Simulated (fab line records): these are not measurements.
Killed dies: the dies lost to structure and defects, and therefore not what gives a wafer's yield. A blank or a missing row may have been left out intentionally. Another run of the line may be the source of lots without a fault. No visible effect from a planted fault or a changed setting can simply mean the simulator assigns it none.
Which tool was responsible? / flow nand_harc / at 1 step of a route of 1302, 12 lots with 36 wafers sampled

## WHAT THE GAUGES READ, wafer by wafer
NHARC_A_M0_CD_MEAS_09: target cd 80 nm.
lot=L074; measured=day 23 09:25; on=cd_sem-01; cd_nm (nm)=80.2 80.3 81.4
lot=L077; measured=day 25 01:57; on=cd_sem-02; cd_nm (nm)=80.7 81.3 81.5
lot=L078; measured=day 25 07:25; on=cd_sem-03; cd_nm (nm)=79.7 80.3 79.7
lot=L081; measured=day 25 13:19; on=cd_sem-02; cd_nm (nm)=79.3 79.1 80.0
lot=L083; measured=day 26 07:06; on=cd_sem-03; cd_nm (nm)=80.4 80.4 80.3
lot=L084; measured=day 27 04:23; on=cd_sem-01; cd_nm (nm)=79.9 81.1 79.7
lot=L088; measured=day 28 11:08; on=cd_sem-02; cd_nm (nm)=81.1 80.5 80.6
lot=L089; measured=day 28 17:17; on=cd_sem-03; cd_nm (nm)=80.5 79.8 79.0
lot=L091; measured=day 30 14:52; on=cd_sem-02; cd_nm (nm)=80.8 80.0 80.1
lot=L092; measured=day 31 01:58; on=cd_sem-02; cd_nm (nm)=79.7 80.4 79.9
lot=L094; measured=day 31 14:59; on=cd_sem-01; cd_nm (nm)=79.9 79.4 79.2
lot=L097; measured=day 32 13:47; on=cd_sem-02; cd_nm (nm)=81.4 80.9 80.9

## WHAT TOOL EACH LOT RAN ON (gives the tool, then ch and the chambers of the sampled wafers, and finally the start)
The record shows no process step preceding these readings.

## THE ANSWER, worked out from the rows above alone
Rule: the usual values come from the lots themselves. Put in order of their means at a reading, lots are off if they are a third of the lots or fewer, leave a main group of 4 or more, and stand apart from it by a gap of 3 or more times the standard deviation of the main group's means; of several such gaps the widest counts. A main group whose means are all the same, to the digits that the tables above print for the reading, isn't used. Also off: a lot with no number at a reading for which 4 or more lots have one. Where the step has rows for the other lots, those lots are counted as sound.
None of the lots is off at any reading shown; this tells nothing.

## WHAT THE SIMULATOR HAD INSERTED
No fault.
